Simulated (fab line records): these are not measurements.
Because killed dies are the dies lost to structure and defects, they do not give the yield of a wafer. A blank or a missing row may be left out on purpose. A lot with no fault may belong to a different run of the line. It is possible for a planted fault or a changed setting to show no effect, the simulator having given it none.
Which of the tools did it? ; flow n5 finfet ; 11 lots with 28 wafers sampled at 6 steps, on a route of 1938 steps

## WHAT THE GAUGES READ, wafer by wafer
N5_BEOL_M4_RC_MEAS_101. Usual: DIBL_N 36.5 mV/V, standard deviation 2.2; DIBL_P 36.9 mV/V, standard deviation 2.9; IOFF_N 0.17 nA/um, standard deviation 0.044; IOFF_P 0.22 nA/um, standard deviation 0.052; ION_N 671 uA/um, standard deviation 16; ION_P 461 uA/um, standard deviation 10; SS_N 71.6 mV/dec, standard deviation 0.73; SS_P 73.5 mV/dec, standard deviation 0.79; VT_N 250 mV, standard deviation 4.1; VT_P -250 mV, standard deviation 4.1.
lot;measured;on;DIBL_N (mV/V);DIBL_P (mV/V);IOFF_N (nA/um);IOFF_P (nA/um);ION_N (uA/um);ION_P (uA/um);SS_N (mV/dec);SS_P (mV/dec);VT_N (mV);VT_P (mV);flag
L214;day 8 10:38;prober-01;34.2 35.1 32.4;34.7 37.1 30.0;0.12 0.13 0.09;0.16 0.19 0.10;667 674 647;455 463 440;70.9 71.0 70.4;72.1 72.9 71.1;253 252 260;-255 -254 -262;
L215;day 9 04:32;prober-02;35.9 36.7 35.2;36.2 36.3 36.0;0.15 0.15 0.14;0.21 0.20 0.21;666 656 664;459 453 461;70.7 71.3 71.9;73.0 73.7 73.2;249 250 253;-249 -252 -248;
L216;day 9 11:28;prober-01;34.2 37.0 35.7;34.5 38.1 37.1;0.11 0.16 0.13;0.18 0.22 0.21;655 655 668;451 448 463;71.1 72.2 71.2;72.1 73.3 72.9;258 250 252;-254 -252 -251;
L218;day 9 17:05;prober-02;38.2 36.5;39.6 36.7;0.18 0.14;0.26 0.16;680 646;466 437;72.3 72.3;73.7 73.8;249 255;-248 -258;
L229;day 13 03:30;prober-01;38.2 37.5;39.8 38.9;0.20 0.18;0.25 0.24;684 670;468 459;72.4 72.2;73.7 73.6;249 249;-249 -251;
L231;day 13 02:46;prober-02;34.6 38.4 37.3;35.2 41.1 39.9;0.13 0.23 0.18;0.19 0.30 0.30;662 700 656;461 477 459;71.6 71.5 71.9;72.9 74.3 74.1;252 240 248;-250 -246 -244;
L232;day 13 09:13;prober-01;32.5 40.5 35.3;32.7 41.8 35.7;0.11 0.22 0.14;0.14 0.26 0.18;658 677 657;455 461 453;69.8 72.3 70.3;71.9 75.3 73.5;252 247 251;-255 -249 -253;
L233;day 13 09:28;prober-02;34.6 36.5;34.3 37.3;0.13 0.18;0.16 0.20;652 669;445 453;71.5 71.7;72.7 73.7;253 245;-253 -250;
L234;day 14 03:44;prober-02;35.1 40.6;34.2 41.2;0.16 0.31;0.24 0.38;682 707;478 487;71.1 72.5;72.9 74.8;251 241;-243 -238;
L236;day 14 05:49;prober-01;35.3 38.1 37.8;35.5 38.7 39.4;0.14 0.18 0.17;0.18 0.23 0.25;666 674 668;461 463 461;70.9 71.7 71.4;73.1 74.3 74.4;250 247 248;-252 -249 -252;
L237;day 15 04:48;prober-01;40.2 42.3;42.9 44.0;0.23 0.28;0.29 0.33;669 702;456 471;72.3 73.4;74.7 75.0;248 242;-247 -243;

N5_PASSIVATION_INSPECT_57: inspects for defects (macro). Usual: 2.1 for raw defect count, sd 1.5.
lot;measured;on;raw defect count;flag
L214;day 13 03:14;defect inspect-02;1 2 3;
L215;day 13 20:06;defect inspect-01;3 3 3;
L216;day 13 19:49;defect inspect-01;2 4 3;
L218;day 14 11:48;defect inspect-01;2 0;
L229;day 18 04:22;defect inspect-01;2 2;
L231;day 17 18:43;defect inspect-01;4 1 2;
L232;day 18 09:18;defect inspect-01;3 1 1;
L233;day 18 04:30;defect inspect-01;4 0;
L234;day 18 22:17;defect inspect-02;0 3;
L236;day 19 00:45;defect inspect-02;3 1 2;
L237;day 19 18:02;defect inspect-02;3 1;

## WHAT TOOL EACH LOT RAN ON (gives the tool, then ch and the chambers of the sampled wafers, and finally the start)
lot;N5_HKMG_FIN_ALD_79;N5_BEOL_M15_CMP_49;N5_PASSIVATION_PRE_CLEAN_19;N5_PASSIVATION_PROBE_49
L214;ald metal-03 ch 1,2, day 4 05:43;cmp-04 ch 0,1,3, day 12 06:52;pvd sputter-03, day 12 20:49;-
L215;ald metal-03 ch 2,3, day 4 12:04;cmp-01 ch 1,2,3, day 13 03:04;pvd sputter-02, day 13 13:46;-
L216;ald metal-03 ch 2,3, day 4 20:31;cmp-01 ch 1,2,3, day 13 03:43;pvd sputter-01, day 13 13:40;-
L218;ald metal-03 ch 0, day 5 06:44;cmp-01 ch 0,3, day 13 18:18;pvd sputter-01, day 14 05:29;prober-01, day 14 11:27
L229;ald metal-02 ch 1,2, day 7 19:36;cmp-01 ch 0,1, day 17 10:15;pvd sputter-01, day 17 21:12;-
L231;ald metal-03 ch 0,1,2, day 8 05:36;cmp-03 ch 1,2,3, day 17 00:29;pvd sputter-01, day 17 12:07;-
L232;ald metal-02 ch 0,2,3, day 8 13:45;cmp-04 ch 0,3, day 17 17:46;pvd sputter-02, day 18 03:20;-
L233;ald metal-03 ch 0,1, day 8 19:31;cmp-03 ch 0,1, day 17 12:36;pvd sputter-01, day 17 22:05;-
L234;ald metal-03 ch 2,3, day 9 02:47;cmp-01 ch 1,3, day 18 05:40;pvd sputter-03, day 18 15:55;-
L236;ald metal-01 ch 0,1,3, day 9 13:30;cmp-03 ch 0,1,2, day 18 05:22;pvd sputter-02, day 18 16:49;-
L237;ald metal-02 ch 0,3, day 9 19:58;cmp-03 ch 3, day 18 23:31;pvd sputter-03, day 19 11:47;-
- N5_HKMG_FIN_ALD_79: deposits TiN, target thk 1.5 nm, pulse time 1 s, purge time 3 s.
- N5_BEOL_M15_CMP_49: polishes, stops on SiO2, t overpolish 4.9 s, target thk 850 nm.
- N5_PASSIVATION_PRE_CLEAN_19
- N5_PASSIVATION_PROBE_49

## AS READ BY THE TOOLS THEMSELVES (means over the sampled wafers that have a number; for cases with no such wafer, the mark the record gives instead)
N5_HKMG_FIN_ALD_79. Usual: heater power outer w 534 W, standard deviation 66; heater power w 852 W, standard deviation 100; precursor pulse height rel 1.000, standard deviation 0.019.
lot;tool;heater power outer w (W);heater power w (W);precursor pulse height rel;flag
L214;ald metal-03;580;918;0.994;
L215;ald metal-03;517;842;0.987;
L216;ald metal-03;548;858;0.999;
L218;ald metal-03;499;792;0.972;
L229;ald metal-02;468;782;1.018;
L231;ald metal-03;557;872;1.011;
L232;ald metal-02;478;757;1.014;
L233;ald metal-03;550;872;1.011;
L234;ald metal-03;538;858;0.992;
L236;ald metal-01;532;877;0.997;
L237;ald metal-02;514;776;0.999;

N5_BEOL_M15_CMP_49. Usual: barrier field endpoint s 11.3 s, standard deviation 0.36; clearing platen down force psi 2.000 psi, standard deviation 0.0045; clearing platen rpm 80.00 rpm, standard deviation 0.045; motor current A 8.1 A, standard deviation 0.65; overpolish run s 4.899 s, standard deviation 0.0088.
lot;tool;barrier field endpoint s (s);clearing platen down force psi (psi);clearing platen rpm (rpm);motor current A (A);overpolish run s (s);flag
L214;cmp-04;11.0;1.999;80.01;8.3;4.907;
L215;cmp-01;11.1;2.005;79.98;8.1;4.900;
L216;cmp-01;11.6;2.001;79.98;7.9;4.897;
L218;cmp-01;11.4;2.000;79.98;8.0;4.902;
L229;cmp-01;11.3;1.998;79.96;8.1;4.909;
L231;cmp-03;11.7;2.002;80.00;8.4;4.893;
L232;cmp-04;10.9;2.003;79.99;8.1;4.898;
L233;cmp-03;10.9;2.000;80.04;8.4;4.895;
L234;cmp-01;11.1;2.001;80.09;7.5;4.889;
L236;cmp-03;11.3;1.995;79.98;8.3;4.899;
L237;cmp-03;11.4;2.005;80.03;7.2;4.909;

N5_PASSIVATION_PRE_CLEAN_19. Usual: 471 W for heater power w, sd 48.
lot;tool;heater power w (W);flag
L214;pvd sputter-03;457;
L215;pvd sputter-02;406;
L216;pvd sputter-01;476;
L218;pvd sputter-01;518;
L229;pvd sputter-01;476;
L231;pvd sputter-01;506;
L232;pvd sputter-02;467;
L233;pvd sputter-01;476;
L234;pvd sputter-03;440;
L236;pvd sputter-02;512;
L237;pvd sputter-03;450;

N5_PASSIVATION_PROBE_49. Usual: defect limited yield 91.3 %, standard deviation 1.4; killed_at_M0_to_M3 36, standard deviation 10; killed_at_M4_up 13, standard deviation 5.4; killed at contacts 12, standard deviation 5.3; killed at front end 39, standard deviation 10; killed at other 3.2, standard deviation 2.7; killed dies 103, standard deviation 16; killed open 68, standard deviation 13; killed short 33, standard deviation 6.6; sort_bin_4_leakage 0.01 %, standard deviation 0.031; sort_bin_5_function 5.1 %, standard deviation 0.92; sort_bin_6_memory 3.3 %, standard deviation 0.68; sort_bin_8_speed 0.1 %, standard deviation 0.41; sort n pass 1077, standard deviation 17; sort yield pct 91.2 %, standard deviation 1.4.
lot;tool;defect limited yield (%);killed_at_M0_to_M3;killed_at_M4_up;killed at contacts;killed at front end;killed at other;killed dies;killed open;killed short;sort_bin_4_leakage (%);sort_bin_5_function (%);sort_bin_6_memory (%);sort_bin_8_speed (%);sort n pass;sort yield pct (%);flag
L218;prober-01;90.5;44;10;14;42;2.0;112;78;32;0.00;5.9;3.4;1.9;1046;88.6;OFF

## THE ANSWER, worked out from the rows above alone
Rule: a lot is off if the mean of its wafers that have a number lies more than 3 standard deviations from the usual mean. Also off: a lot with no number at a reading for which 4 or more lots have one. All remaining lots with rows at the step are treated as sound. The gauges are gone through in route order, then the tools' own readings, and for those a lot's mean is taken as printed above. At the first step where some lot is off, the reading lying furthest off is the one used; lots without a number count as furthest.
Off: L218, at N5_PASSIVATION_PROBE_49 (sort_bin_8_speed). Neither off nor sound, because the step has no rows for them: L214, L215, L216, L229, L231, L232, L233, L234, L236, L237.
If a tool, at that step or one of the process steps before it, ran each lot that is off and ran no sound lot following the first of them, it fits. Can't be told from this: 4 tools fit, ald metal-03 at N5_HKMG_FIN_ALD_79, cmp-01 at N5_BEOL_M15_CMP_49, pvd sputter-01 at N5_PASSIVATION_PRE_CLEAN_19, prober-01 at N5_PASSIVATION_PROBE_49.

## WHAT THE SIMULATOR HAD PUT IN
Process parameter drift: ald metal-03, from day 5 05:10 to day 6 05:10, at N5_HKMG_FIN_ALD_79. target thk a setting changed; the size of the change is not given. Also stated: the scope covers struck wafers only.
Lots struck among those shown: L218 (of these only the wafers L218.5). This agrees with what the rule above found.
